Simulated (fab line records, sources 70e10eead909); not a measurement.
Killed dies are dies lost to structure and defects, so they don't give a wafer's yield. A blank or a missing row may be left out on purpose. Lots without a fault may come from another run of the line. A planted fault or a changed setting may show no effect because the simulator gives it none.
Which tool did it? | flow nand_harc | 7 lots, 21 wafers sampled, at 4 steps of a route of 1302

WHAT THE GAUGES READ, wafer by wafer
NHARC_P_GATE_OVL_MEAS_27.
lot  | measured     | on         | overlay_x_nm (nm)
L499 | day 5 17:26  | overlay-01 | -2.7 -2.8 -2.4
L503 | day 7 13:12  | overlay-01 | 1.0 0.9 0.9
L505 | day 8 13:10  | overlay-02 | 1.6 1.6 1.3
L511 | day 11 03:31 | overlay-01 | -0.3 -0.3 -0.4
L513 | day 11 22:52 | overlay-01 | 0.1 -0.3 -0.3
L517 | day 13 10:59 | overlay-02 | -1.5 -1.1 -1.2
L520 | day 14 15:53 | overlay-01 | -2.5 -2.4 -2.8

WHICH TOOL RAN EACH LOT (tool, then ch and the chambers of the sampled wafers, then the start)
lot  | NHARC_P_STI_DESCUM_14              | NHARC_P_GATE_PEB_09               | NHARC_P_GATE_DESCUM_13
L499 | rie_diel-10 ch 0,2,3, day 3 15:46  | litho_track-07 ch 0, day 5 03:17  | rie_diel-11 ch 2,3, day 5 03:33
L503 | rie_diel-09 ch 0,1,2, day 5 10:38  | litho_track-03 ch 0, day 6 21:13  | rie_diel-11 ch 0,1,3, day 6 21:29
L505 | rie_diel-10 ch 1,2,3, day 6 05:07  | litho_track-03, day 7 21:01       | rie_diel-11 ch 1,2, day 7 21:16
L511 | rie_diel-09 ch 0,1, day 8 17:41    | litho_track-03 ch 0, day 10 12:00 | rie_diel-11 ch 2,3, day 10 12:15
L513 | rie_diel-13 ch 0,2,3, day 9 15:08  | litho_track-05 ch 0, day 11 07:10 | rie_diel-07 ch 0,3, day 11 07:25
L517 | rie_diel-09 ch 0,1,2, day 11 03:00 | litho_track-07 ch 0, day 12 18:13 | rie_diel-11 ch 0,1,3, day 12 18:30
L520 | rie_diel-10 ch 0,2,3, day 12 10:31 | litho_track-07 ch 0, day 13 22:31 | rie_diel-11 ch 0,1, day 13 22:47
- NHARC_P_STI_DESCUM_14: chemistry O2, time 3 s.
- NHARC_P_GATE_PEB_09: peb time 85 s.
- NHARC_P_GATE_DESCUM_13: chemistry O2, time 3 s.

THE ANSWER, worked out from the rows above alone
Rule: what is usual is taken from the lots themselves. Put in order of their means at a reading, lots are off if they are a third of the lots or fewer, leave a main group of 4 or more, and stand apart from it by a gap of 3 or more times the standard deviation of the main group's means; of several such gaps the widest counts. A main group whose means are all the same, to the digits that the tables above print for the reading, isn't used. A lot without any number at a reading at which 4 lots or more have one is off too. The other lots that the step has rows for count as sound.
No lot is off at any reading shown: from this, nothing can be told.

WHAT THE SIMULATOR HAD PUT IN
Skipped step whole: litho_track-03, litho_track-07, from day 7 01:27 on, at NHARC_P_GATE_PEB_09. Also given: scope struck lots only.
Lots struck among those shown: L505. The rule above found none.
